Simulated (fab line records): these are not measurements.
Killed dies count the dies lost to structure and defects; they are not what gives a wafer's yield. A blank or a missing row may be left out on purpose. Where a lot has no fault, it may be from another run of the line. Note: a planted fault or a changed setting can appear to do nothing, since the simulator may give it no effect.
Chamber matching    flow n5-finfet    N5_MOL_CONTACT_COAG_ETCH_124 on rie-diel-03 has 4 sister chambers
The step etches SiNx in CH3F/O2, stops on SiOC, target depth 6.5 nm. 14 wafers are shown with their chamber, then 7 later ones without.

== WAFERS, EACH WITH ITS CHAMBER ==
wafer   chamber  throttle-valve-pct (%)  showerhead-plenum-p-Torr (Torr)  oes-product-au (a.u.)
L076.1  3        16.27                   1.98                             0.79
L076.2  1        15.96                   1.96                             0.76
L076.4  0        16.39                   2.00                             0.63
L084.1  2        16.84                   2.07                             0.62
L084.2  0        16.40                   2.00                             0.61
L084.6  0        16.40                   2.00                             0.62
L086.1  0        16.41                   2.00                             0.62
L086.2  3        16.30                   1.97                             0.76
L086.4  1        16.00                   1.96                             0.73
L087.1  0        16.42                   2.00                             0.61
L087.5  1        16.01                   1.96                             0.72
L087.6  2        16.84                   2.06                             0.61
L088.1  0        16.42                   1.99                             0.61
L088.4  3        16.34                   1.97                             0.74

SIGNATURES (averages over the wafers above)
reading                   chamber 0  chamber 1  chamber 2  chamber 3  scatter within a chamber
throttle-valve-pct        16.4067    15.9900    16.8400    16.3033    0.0214
showerhead-plenum-p-Torr  1.9983     1.9600     2.0650     1.9733     0.00447
oes-product-au            0.6167     0.7367     0.6150     0.7633     0.0159
Rule: for each reading, subtract the chamber's mean from the wafer's reading, divide by that reading's scatter and square the result; add these up over the readings and take the root, which gives the wafer's distance from the chamber. If the next closest chamber is less than 2 further off than the closest, the wafer can't be placed; otherwise it belongs to the closest. How the scatter is found: for the shown wafers, subtract from each reading the mean of its chamber, square and add these, divide the total by (wafers less chambers), then take the root.

== WAFERS WHOSE CHAMBER IS MISSING ==
wafer   throttle-valve-pct (%)  showerhead-plenum-p-Torr (Torr)  oes-product-au (a.u.)
L088.5  16.32                   1.97                             0.74
L091.1  16.44                   1.99                             0.61
L091.4  16.35                   1.97                             0.74
L091.5  16.88                   2.06                             0.61
L096.1  16.90                   2.06                             0.60
L096.4  16.48                   1.99                             0.61
L096.6  16.90                   2.06                             0.60

== WHICH CHAMBER EACH WENT THROUGH ==
wafer   from the rows above  in truth
L088.5  3                    3
L091.1  0                    0
L091.4  3                    3
L091.5  2                    2
L096.1  2                    2
L096.4  0                    0
L096.6  2                    2
Correct placement for 7 of the 7. Left unplaced by these rows: 0. 0 placed wrongly.
